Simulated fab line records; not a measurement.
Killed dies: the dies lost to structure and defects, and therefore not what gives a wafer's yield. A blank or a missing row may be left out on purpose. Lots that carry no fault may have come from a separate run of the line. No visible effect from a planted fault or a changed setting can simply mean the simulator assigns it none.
fab line records	flow n5-finfet
[record] lots = 4	wafers = 12	last-day = 18
route steps=1938 shown BEOL_M4@1069 PASSIVATION@1936
lots with no fault: from the same line, run without faults
start-h: hours from the record's first day to the start of the lot's first wafer shown	wait-h: hours from the lot's prior step to this one	" repeats the value in the row above	L1.1+2: several wafers, shown together as one row	- no value, or no start given	* or withheld: withheld	< > ~ a bound
route shown NAME@n: NAME is a module with steps in the file, n the number in the route of the first one	usual: mean and standard deviation over wafers with no fault	same: alike in all rows	chamber/n: place in a boat	sites: each site's reading	_std_site: the standard deviation of these	_edge_site: outer sites' mean less inner sites'	radius-mm: how far each site lies from the wafer's centre	mask NAME#n: copy n	behind: tool/chamber where the wafer was last shaped	hold: cause of the lot's hold/its duration in hours/its outcome	device: which transistor (n, p or np) failed to switch	end of line: tests run on the same wafers once the route is complete	step lacking rows: just its recipe	killed: not the wafer's yield, but the dies lost to structure and defects at the first sort	map: a wafer's dies, marking killed ones x, the rest . and places with no die _
set.NAME: the run value of the setting; set.NAME@STEP: its run value at that earlier step	model.NAME: the simulator's own value behind a step, which no gauge read
certain route steps with their lots: each step a table, each wafer a row
services: the hour from which a tool's chamber was out of use, counted from the record's first day as start-h (under 0 if before that day), plus the number of hours and why
[[steps]]
[step N5_BEOL_M4_STRIP_36]
[recipe] chemistry = N2/H2	power-w = 450	temp-c = 40	pressure-mtorr = 20	rf-frequency-hz = 6e+07	overash-fraction = 0.3	bias-power-w = 7	h2-frac = 0.5	n2-flow-sccm = 200	h2-flow-sccm = 200
[step N5_BEOL_M4_TRENCH_ETCH_37]
[recipe] chemistry = C4F6/O2	target-depth-a = 555.55	target = SiOC	time-s = 29.2	ion-energy-ev = 250	pressure-mtorr = 30	source-w = 355	bias-w = 185	Ar_flow_sccm = 300	C4F6_flow_sccm = 10	O2_flow_sccm = 10
[step N5_BEOL_M4_ETCH_41]
[recipe] chemistry = CH3F/O2	target = SiCN	target-depth-a = 299	taper-deg = 2	time-s = 52.5	ion-energy-ev = 120	mask-material = TiN	pressure-mtorr = 30	source-w = 395	bias-w = 75	Ar_flow_sccm = 150	CH3F_flow_sccm = 30	O2_flow_sccm = 20
[step N5_BEOL_M4_STRIP_97]
[recipe] chemistry = N2/H2	time-s = 10	power-w = 450	temp-c = 40	pressure-mtorr = 20	rf-frequency-hz = 6e+07	bias-power-w = 7	n2-flow-sccm = 200	h2-flow-sccm = 200
[step N5_BEOL_M4_HM_STRIP_39]
[recipe] chemistry = peroxide-tin-strip	material = TiN	target-depth-a = 250	temp-c = 50	time-s = 158
[step N5_BEOL_M4_SRD_40]
[recipe] time-s = 30	temp-c = 23	rinse-liquid = diw	dry = ipa-marangoni
[step N5_BEOL_M4_PRECLEAN_42]
[recipe] chemistry = residue-remover	time-s = 60	temp-c = 40
[step N5_BEOL_M4_SRD_43]
[recipe] time-s = 30	temp-c = 23	rinse-liquid = diw	dry = ipa-marangoni
[step N5_BEOL_M4_DEGAS_44]
[recipe] ambient = vacuum	temp-c = 250	time-s = 60
[step N5_BEOL_M4_PRE_CLEAN_45]
[recipe] gas = H2/He	time-s = 30	temp-c = 250
[step N5_BEOL_M4_ALD_84]
[recipe] material = TaN	target-thk-a = *	temp-c = 275	ald-precursor-family = PDMAT	ald-co-reactant = NH3	pressure-torr = 3	carrier-flow-sccm = 1500	pulse-time-s = 2	purge-time-s = 3	co-reactant-purge-time-s = 2	co-reactant-pulse-time-s = 3	ald-cycles = 30	precursor-vessel-temp-c = 75	precursor-vessel-pressure-torr = 26.25	precursor-vessel-carrier-sccm = 1000
[usual] heater-power-w = 431/52	precursor-vessel-pressure-torr = 26.25/0.058
[same] ald-cycles = 30
lot.wafer	tool	chamber	start-h	wait-h	heater-power-w	precursor-vessel-pressure-torr
L985.2	ald-metal-04	3	220.66	0.0	476	26.34
L985.3	"	0	"	"	520	26.29
L985.6	"	2	"	"	411	26.15
L994.1	ald-metal-04	0	283.21	0.0	504	26.27
L994.5	"	1	"	"	414	26.30
L994.6	"	0	"	"	518	26.27
L997.2	ald-metal-04	1	312.93	0.1	422	26.24
L997.4	"	2	"	"	416	26.17
L997.5	"	1	"	"	407	26.25
L101.3	ald-metal-03	1	323.87	0.0	401	26.28
L101.4	"	0	"	"	440	26.16
L101.5	"	1	"	"	393	26.33
[step N5_BEOL_M4_SURFACE_TREAT_85]
[recipe] gas = Ar	time-s = *	ion-energy-ev = *	ion-current-ma-cm2 = 0.5	pressure-mtorr = *	ar-flow-sccm = 30
[step N5_BEOL_M4_CVD_47]
[recipe] material = Co	target-thk-a = 30	temp-c = withheld	precursor = CCTBA/H2	pressure-torr = 30	time-s = 223.8
[step N5_BEOL_M4_SPUTTER_48]
[recipe] material = Cu	target-thk-a = 45	temp-c = -20	chamber-pressure-pa = 0.07	power-w = withheld	time-s = 8.29
[step N5_BEOL_M4_ANNEAL_49]
[recipe] temp-c = 400	time-s = 240	ambient = vacuum
[step N5_BEOL_M4_SPUTTER_79]
[recipe] material = Cu	target-thk-a = 45	temp-c = -20	chamber-pressure-pa = 0.07	power-w = withheld	time-s = 8.29
[step N5_BEOL_M4_ANNEAL_80]
[recipe] temp-c = 400	time-s = 240	ambient = vacuum
[step N5_BEOL_M4_SPUTTER_81]
[recipe] material = Cu	target-thk-a = 45	temp-c = -20	chamber-pressure-pa = 0.07	power-w = withheld	time-s = 8.29
[step N5_BEOL_M4_ANNEAL_82]
[recipe] temp-c = 400	time-s = 240	ambient = vacuum
[step N5_BEOL_M4_SPUTTER_86]
[recipe] material = Cu	target-thk-a = 45	temp-c = -20	chamber-pressure-pa = 0.07	power-w = withheld	time-s = 8.29
[step N5_BEOL_M4_ANNEAL_87]
[recipe] temp-c = 400	time-s = 240	ambient = vacuum
[step N5_BEOL_M4_SPUTTER_88]
[recipe] material = Cu	target-thk-a = 45	temp-c = -20	chamber-pressure-pa = 0.07	power-w = withheld	time-s = 8.29
[step N5_BEOL_M4_ANNEAL_89]
[recipe] temp-c = 400	time-s = 240	ambient = vacuum
[step N5_BEOL_M4_SPUTTER_90]
[recipe] material = Cu	target-thk-a = 45	temp-c = -20	chamber-pressure-pa = 0.07	power-w = withheld	time-s = 8.29
[step N5_BEOL_M4_ANNEAL_91]
[recipe] temp-c = 400	time-s = 240	ambient = vacuum
[step N5_BEOL_M4_SPUTTER_92]
[recipe] material = Cu	target-thk-a = 45	temp-c = -20	chamber-pressure-pa = 0.07	power-w = withheld	time-s = 8.29
[step N5_BEOL_M4_ANNEAL_93]
[recipe] temp-c = 400	time-s = 240	ambient = vacuum
[step N5_BEOL_M4_SPUTTER_94]
[recipe] material = Cu	target-thk-a = 45	temp-c = -20	chamber-pressure-pa = 0.07	power-w = withheld	time-s = 8.29
[step N5_BEOL_M4_ANNEAL_95]
[recipe] temp-c = 400	time-s = 240	ambient = vacuum
[step N5_BEOL_M4_SPUTTER_96]
[recipe] material = Cu	target-thk-a = 45	temp-c = -20	chamber-pressure-pa = 0.07	power-w = withheld	time-s = 8.29
[step N5_BEOL_M4_ECD_50]
[recipe] material = Cu	target-thk-a = 3000
[step N5_BEOL_M4_ANNEAL_51]
[recipe] temp-c = 225	time-s = 90	ambient = N2
[step N5_BEOL_M4_CMP_52]
[recipe] stop-on = SiOC	t-overpolish-s = 6.8	down-force-psi = 1	platen-rpm = 50	clearing-platen-down-force-psi = 1.5	clearing-platen-rpm = 50	post-cmp-clean = cu-alkaline	target-thk-nm = 40	clearing-platen-pad-velocity-m-s = 0.99484	pad-velocity-m-s = 0.99484
[step N5_BEOL_M4_PRE_CLEAN_60]
[recipe] gas = NH3/H2	time-s = 15	temp-c = *	rf-power-w = 300
[step N5_BEOL_M4_CO_CAP_55]
[recipe] material = Co	target-thk-a = 20	temp-c = 200	precursor = CCTBA/H2	pressure-torr = 30	time-s = 102.1
[step N5_BEOL_M4_PRE_CLEAN_56]
[recipe] gas = NH3	time-s = 15	temp-c = withheld	rf-power-w = 300
[step N5_BEOL_M4_DEP_57]
[recipe] material = SiCN	target-thk-a = 80	temp-c = withheld	precursor = 3MS/NH3	pressure-torr = 3	rf-w = 202	time-s = 14
[step N5_BEOL_M4_RC_MEAS_101]
[usual] COMB_M4_max_site = 8.7e-11/2.2e-11	DIBL_N = 35.8/1.7	DIBL_P = 35.3/2	IOFF_N = 0.150/0.026	IOFF_P = 0.194/0.029	ION_N = 667/11	ION_P = 456/7.1	SS_N = 71.4/0.65	SS_P = 73.1/0.64	VT_N = 251/3	VT_P = -252/3.2
lot.wafer	tool	chamber	start-h	wait-h	COMB_M4_max_site[S/m]	DIBL_N[mV/V]	DIBL_P[mV/V]	IOFF_N[nA/um]	IOFF_P[nA/um]	ION_N[uA/um]	ION_P[uA/um]	SS_N[mV/dec]	SS_P[mV/dec]	VT_N[mV]	VT_P[mV]
L985.2	prober-02	0	224.13	0.2	6.4e-11	36.6	36.3	0.150	0.207	657	454	70.9	72.7	251	-250
L985.3	"	0	"	"	1.02e-10	36.6	35.7	0.155	0.195	669	455	71.6	73.1	248	-253
L985.6	"	0	"	"	6.7e-11	37.6	37.1	0.176	0.219	673	456	71.3	73.2	247	-250
L994.1	prober-02	0	286.57	0.0	4.17e-10	37.1	38.5	0.168	0.261	674	459	71.4	73.6	250	-246
L994.5	"	0	"	"	3.95e-10	35.1	35.9	0.134	0.216	669	465	70.6	73.1	252	-247
L994.6	"	0	"	"	4.03e-10	35.1	34.1	0.126	0.182	656	449	70.7	72.2	253	-250
L997.2	prober-01	0	317.83	0.2	2.88e-10	37.3	35.9	0.184	0.223	687	468	71.8	73.1	247	-251
L997.4	"	0	"	"	5.35e-10	38.2	34.3	0.182	0.198	672	448	72.7	73.5	250	-253
L997.5	"	0	"	"	4.84e-10	39.5	36.2	0.226	0.231	674	453	72.9	73.8	246	-248
L101.3	prober-02	0	327.51	0.3	6.5e-11	37.2	37.2	0.165	0.194	671	452	72.0	73.4	253	-255
L101.4	"	0	"	"	9.4e-11	35.3	34.5	0.134	0.157	660	449	72.2	73.7	254	-255
L101.5	"	0	"	"	7e-11	36.5	35.8	0.159	0.191	658	443	72.0	73.5	253	-253
[step N5_PASSIVATION_PROBE_49]
[usual] defect-limited-yield = 91.5/1.4	killed_at_M0_to_M3 = 34/11	killed_at_M4_up = 15/6	killed-at-contacts = 11/5.9	killed-at-front-end = 37/11	killed-at-other = 3.6/2.9	killed-dies = 101/17	killed-on-rim = 13/4	killed-open = 66/12	killed-short = 33/7.8	sort_bin_4_leakage = 0/0	sort_bin_5_function = 5.0/0.97	sort_bin_6_memory = 3.2/0.65	sort-n-pass = 1079/17	sort-yield-pct = 91.4/1.4
[same] gross-dies = 1180	killed-at-back-side = 0	sort_bin_8_speed[%] = 0
lot.wafer	tool	chamber	start-h	wait-h	defect-limited-yield[%]	killed_at_M0_to_M3	killed_at_M4_up	killed-at-contacts	killed-at-front-end	killed-at-other	killed-dies	killed-on-rim	killed-open	killed-short	sort_bin_4_leakage[%]	sort_bin_5_function[%]	sort_bin_6_memory[%]	sort-n-pass	sort-yield-pct[%]
L985.2	prober-01	-	327.67	0.1	90.0	59	9	12	27	11	118	9	70	45	0	5.2	4.6	1062	90.0
L985.3	prober-01	-	327.72	0.1	93.7	16	11	10	32	5	74	13	46	25	0	3.5	2.5	1106	93.7
L985.6	prober-01	-	327.87	0.3	92.2	28	10	16	30	8	92	10	58	34	0	4.1	3.5	1088	92.2
L994.1	prober-02	-	401.80	0.0	88.5	27	51	9	42	7	136	30	70	34	2.63	5.3	3.3	1044	88.5
L994.5	prober-02	-	402.00	0.2	90.7	35	31	11	29	4	110	22	50	31	2.12	4.7	2.1	1070	90.7
L994.6	prober-02	-	402.05	0.3	89.0	39	52	6	32	1	130	38	59	31	3.39	3.6	3.7	1050	89.0
L997.2	prober-02	-	427.58	0.1	90.7	15	39	14	37	5	110	23	54	23	2.63	4.2	2.4	1070	90.7
L997.4	prober-02	-	427.68	0.2	88.3	30	52	13	38	5	138	26	63	31	3.47	4.2	3.5	1042	88.3
L997.5	prober-02	-	427.73	0.2	86.9	26	54	23	44	7	154	37	78	33	3.64	5.3	3.8	1026	86.9
L101.3	prober-01	-	441.02	0.1	89.1	46	33	7	38	5	129	15	83	46	0	5.6	4.9	1051	89.1
L101.4	prober-01	-	441.07	0.2	92.0	40	23	7	23	1	94	15	60	34	0	4.7	3.1	1086	92.0
L101.5	prober-01	-	441.12	0.2	92.5	34	9	11	30	5	89	17	62	26	0	4.7	2.8	1091	92.5
// killed by level:class
L985.2 BEOL_M0_SAQP:geometric-particle:short=18 BEOL_M0_SAQP:geometric-particle:open=16 BEOL_M1:geometric-particle:open=15 FIN_SAQP:geometric-particle:open=7 STI_FIN_REVEAL:geometric-particle:open=6 FIN_SAQP:geometric-particle:short=5 MOL_CONTACT_COAG:geometric-particle:short=5 MOL_CONTACT_COAG:geometric-particle:open=5
L985.3 STI_FIN_REVEAL:geometric-particle:open=9 STARTING-WAFER:geometric-particle:short=6 MOL_CONTACT_COAG:geometric-particle:open=6 BEOL_M1:geometric-particle:open=5 GATE_CUT:geometric-particle:short=4 BEOL_M2:geometric-particle:open=4 BEOL_M6:geometric-particle:open=4 MOL_CONTACT_COAG:geometric-particle:short=3
L985.6 MOL_CONTACT_COAG:geometric-particle:open=14 BEOL_M0_SAQP:geometric-particle:short=9 BEOL_M0_SAQP:geometric-particle:open=9 DUMMY_GATE:geometric-particle:open=8 GATE_CUT:geometric-particle:short=7 FIN_SAQP:geometric-particle:short=6 BEOL_M4:geometric-particle:open=5 BEOL_M1:geometric-particle:open=3
L994.1 M4:area-ald=31 FIN_SAQP:geometric-particle:open=11 BEOL_M4:geometric-particle:open=11 BEOL_M0_SAQP:geometric-particle:short=9 FIN_SAQP:geometric-particle:short=8 MOL_CONTACT_COAG:geometric-particle:open=8 GATE_CUT:geometric-particle:open=6 BEOL_M3:geometric-particle:open=6
L994.5 M4:area-ald=25 BEOL_M0_SAQP:geometric-particle:short=10 MOL_CONTACT_COAG:geometric-particle:open=9 FIN_SAQP:geometric-particle:open=7 BEOL_M0_SAQP:geometric-particle:open=6 BEOL_M2:geometric-particle:open=5 STI_FIN_REVEAL:geometric-particle:open=4 GATE_CUT:geometric-particle:short=4
L994.6 M4:area-ald=40 GATE_CUT:geometric-particle:short=7 BEOL_M0_SAQP:geometric-particle:short=7 BEOL_M0_SAQP:geometric-particle:open=7 BEOL_M3:geometric-particle:open=6 BEOL_M4:geometric-particle:open=6 FIN_SAQP:geometric-particle:open=5 MOL_CONTACT_COAG:geometric-particle:open=5
L997.2 M4:area-ald=31 FIN_SAQP:geometric-particle:open=11 MOL_CONTACT_COAG:geometric-particle:open=10 STI_FIN_REVEAL:geometric-particle:open=7 BEOL_M2:geometric-particle:open=6 FIN_SAQP:geometric-particle:short=5 MOL_CONTACT_COAG:geometric-particle:short=3 BEOL_M1:geometric-particle:open=3
L997.4 M4:area-ald=41 FIN_SAQP:geometric-particle:open=12 MOL_CONTACT_COAG:geometric-particle:open=8 FIN_SAQP:geometric-particle:short=7 BEOL_M4:geometric-particle:open=6 BEOL_M1:geometric-particle:open=6 STI_FIN_REVEAL:geometric-particle:open=5 MOL_CONTACT_COAG:geometric-particle:short=5
L997.5 M4:area-ald=43 MOL_CONTACT_COAG:geometric-particle:open=22 STI_FIN_REVEAL:geometric-particle:open=10 FIN_SAQP:geometric-particle:open=9 STI_FIN_REVEAL:geometric-particle:short=6 FIN_SAQP:geometric-particle:short=5 BEOL_M1:geometric-particle:open=5 BEOL_M2:geometric-particle:open=5
L101.3 BEOL_M0_SAQP:geometric-particle:short=21 BEOL_M0_SAQP:geometric-particle:open=17 STI_FIN_REVEAL:geometric-particle:open=14 BEOL_M4:geometric-particle:open=13 BEOL_M4:geometric-particle:short=12 FIN_SAQP:geometric-particle:open=7 MOL_CONTACT_COAG:geometric-particle:open=7 FIN_SAQP:geometric-particle:short=6
L101.4 FIN_SAQP:geometric-particle:short=9 BEOL_M3:geometric-particle:open=9 BEOL_M4:geometric-particle:open=8 BEOL_M0_SAQP:geometric-particle:open=8 BEOL_M5:geometric-particle:open=8 BEOL_M1:geometric-particle:short=7 MOL_CONTACT_COAG:geometric-particle:open=6 BEOL_M0_SAQP:geometric-particle:short=6
L101.5 FIN_SAQP:geometric-particle:open=13 BEOL_M2:geometric-particle:open=10 MOL_CONTACT_COAG:geometric-particle:open=8 BEOL_M0_SAQP:geometric-particle:open=8 BEOL_M0_SAQP:geometric-particle:short=7 BEOL_M3:geometric-particle:open=5 STI_FIN_REVEAL:geometric-particle:open=4 GATE_CUT:geometric-particle:open=4
// map L994.1 (x killed, . not)
_________________x......x....________________
______________..x............x.._____________
___________...x..................x.__________
__________..........x...........x..x_________
________.....x.....................x.._______
_______.........x.................x....______
______.x.......x.................x.x...._____
_____..x......xx..x......................____
____..x................x..........xx......___
___.x.x.....x.x..........x..........x....x.__
___x....x...x......x.....................xx__
__..x....................x...x.........x...._
__x...............x...........x...x........._
_x...........xxxx...........x........x...xxx.
_xx................x.................x...x...
_...x....x.x......x................x.........
_..x....x........................x.xx.......x
_........x......x......x........x............
_x........x....x.x...x.......................
_..x............x...............x..x........x
_............x.........x.....x..xx..x........
__.................x.x..................xx.._
__xx......xx.................x.........xxx.._
___x............................x........x.__
___..........x..............x..............__
____.................................x....___
_____x...x..............x..x.........x...____
______............................x..x.._____
_______...x..............x...x...x....x______
________..x........x.................._______
__________..xx.x.......x.....x.xx..._________
___________.....................x..__________
______________.x..........x..x.._____________
_________________...........x________________
// map L997.5 (x killed, . not)
_________________........xxx.________________
______________x.x..x.xx.x.x..x.x_____________
___________x.x.x.....x.........x...__________
__________.x.....xx..............x.x_________
________.....x.................x......_______
_______................................______
______....x....x.......x.....x..x..x...._____
_____..........x.x.x.x.....x..x.......x.x____
____x...x..x.......................x..x...___
___..x..........x.....x..x....x............__
___xx................................x.....__
__.....x...............................x...x_
__......................x..................._
_.x.xx...x...............................x.xx
_.x.......x.................x.x.............x
_x..x..x........x...........x................
_......x....x...........x.................x..
_..x....x........x............x............x.
_x..x..x..............x......................
_xxx............x.x....x........x............
_.x.x........x....x.x....x...................
__...........x..x....................x......_
__.......x........x..x...........x........x._
___........x....x...x.........x....x...x...__
___....x........x.....x..x........x.x......__
____x.......x...x.........................___
_____x..x...........xxx.xx.............x.____
______......x........x..xx.x............_____
_______.....................x...x...x..______
________.x............................_______
__________x.xx...xx..x............xx_________
___________......x.x............x..__________
______________..x.....x........x_____________
_________________.......x...x________________
[[services]]
tool	chamber	start-h	hours	kind
ald-metal-04	2	280.58	14.4	repair
ald-metal-03	2	318.04	8.1	repair
[[key]]
[first-sign] step = N5_BEOL_M4_RC_MEAS_101	reading = COMB_M4_max_site	direction = up	sigmas = 15	usual = 8.7e-11	struck = 4.2e-10
[effect] step = N5_PASSIVATION_PROBE_49	reading = sort_bin_4_leakage	direction = up	sigmas = 35	usual = 0	struck = 2.98
[more-kills-born-at] N5_BEOL_M4_ALD_84@ald-metal-04 = 211
met-at N5_BEOL_M4_ALD_84
struck-wafers L994.1,L994.5,L994.6,L997.2,L997.4,L997.5
onset-between 220.66 283.21
[fault] kind = site-profile-drift	tool = ald-metal-04	chamber = -	onset-h = 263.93	steps = N5_BEOL_M4_ALD_84	basis = fraction	max-abs-drift = 0.41155	slope-share-per-hr = 91.455	site-pattern = 0,0,0,0,0,-1,-1,-1,-1
